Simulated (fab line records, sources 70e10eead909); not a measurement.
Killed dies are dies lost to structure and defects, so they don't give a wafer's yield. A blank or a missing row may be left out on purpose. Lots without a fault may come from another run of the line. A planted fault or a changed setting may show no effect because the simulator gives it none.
Which tool did it? | flow nand_harc | 24 lots, 72 wafers sampled, at 1 step of a route of 1302

WHAT THE GAUGES READ, wafer by wafer
NHARC_P_CONTACT_OVL_MEAS_13. Usual: overlay_x_nm -0.2 nm, standard deviation 0.79; overlay_y_nm -0.2 nm, standard deviation 0.72.
lot  | measured     | on         | overlay_x_nm (nm) | overlay_y_nm (nm) | flag
L075 | day 6 13:05  | overlay-02 | 0.4 0.3 -0.2      | -1.1 -1.0 -0.6    |
L076 | day 7 01:56  | overlay-01 | 0.2 0.3 0.0       | 0.2 -0.1 -0.6     |
L077 | day 7 07:11  | overlay-01 | 0.7 0.4 0.4       | -0.4 -1.1 -1.3    |
L074 | day 7 09:05  | overlay-01 | -0.6 -0.6 -1.1    | -0.4 -1.2 -0.8    |
L078 | day 7 13:55  | overlay-01 | -1.5 -1.5 -1.4    | -0.2 -0.5 -0.6    |
L079 | day 7 22:02  | overlay-02 | -1.2 -1.1 -1.1    | 1.1 1.3 0.9       |
L080 | day 8 10:12  | overlay-02 | 1.3 1.1 1.1       | -0.3 -0.7 -0.8    |
L081 | day 8 19:32  | overlay-02 | 0.6 1.3 1.1       | 0.2 0.8 0.9       |
L082 | day 9 09:56  | overlay-02 | -1.1 -1.2 -0.6    | -0.7 -0.5 -1.3    |
L083 | day 9 14:21  | overlay-02 | -0.8 -1.1 -1.0    | -0.8 -0.6 -0.6    |
L085 | day 10 10:47 | overlay-01 | -0.3 -0.6 -0.5    | -0.2 0.2 -0.3     |
L084 | day 10 13:47 | overlay-02 | -1.3 -1.5 -1.8    | -0.9 -0.3 -0.1    |
L086 | day 10 21:26 | overlay-01 | 0.8 0.9 1.1       | 0.0 -0.2 -0.3     |
L087 | day 12 03:43 | overlay-02 | -1.0 -0.6 -0.8    | -0.1 -0.2 0.1     |
L088 | day 12 04:27 | overlay-02 | -1.3 -0.6 -0.3    | 0.5 0.7 0.4       |
L089 | day 12 17:34 | overlay-01 | 0.4 0.7 0.5       | 0.0 -0.3 0.0      |
L090 | day 12 18:56 | overlay-01 | 0.1 0.3 0.2       | -0.2 -0.2 -0.2    |
L091 | day 13 01:29 | overlay-01 | -1.0 -0.5 -1.1    | 0.0 0.3 0.0       |
L093 | day 13 13:18 | overlay-02 | 0.3 0.5 0.6       | 1.2 1.6 0.8       |
L092 | day 13 15:41 | overlay-02 | 0.9 0.8 0.3       | 0.9 0.8 0.7       |
L094 | day 14 02:29 | overlay-01 | 0.1 0.5 0.1       | -1.6 -1.1 -1.1    |
L095 | day 14 18:46 | overlay-02 | -0.1 0.8 -0.2     | 0.3 0.3 0.8       |
L096 | day 14 22:59 | overlay-01 | 0.4 0.1 0.6       | 0.0 -0.5 0.0      |
L097 | day 15 10:31 | overlay-02 | -0.7 -0.5 -0.8    | -0.7 -0.3 -0.3    |

WHICH TOOL RAN EACH LOT (tool, then ch and the chambers of the sampled wafers, then the start)
The record holds no process step before these readings.

WHAT THE TOOLS THEMSELVES READ (means of the sampled wafers that have a number; where no wafer has one, the mark that the record gives instead)
The record holds no such reading with a usual standard deviation.

THE ANSWER, worked out from the rows above alone
Rule: a lot is off if the mean of its wafers that have a number lies more than 3 standard deviations from the usual mean. A lot without any number at a reading at which 4 lots or more have one is off too. The other lots that the step has rows for count as sound. The gauges are gone through in route order, then the tools' own readings, and for those a lot's mean is taken as printed above. The first step at which some lot is off is used, and at that step the reading that is off furthest; a lot without a number counts as furthest.
No lot is off at any reading shown: from this, nothing can be told.

WHAT THE SIMULATOR HAD PUT IN
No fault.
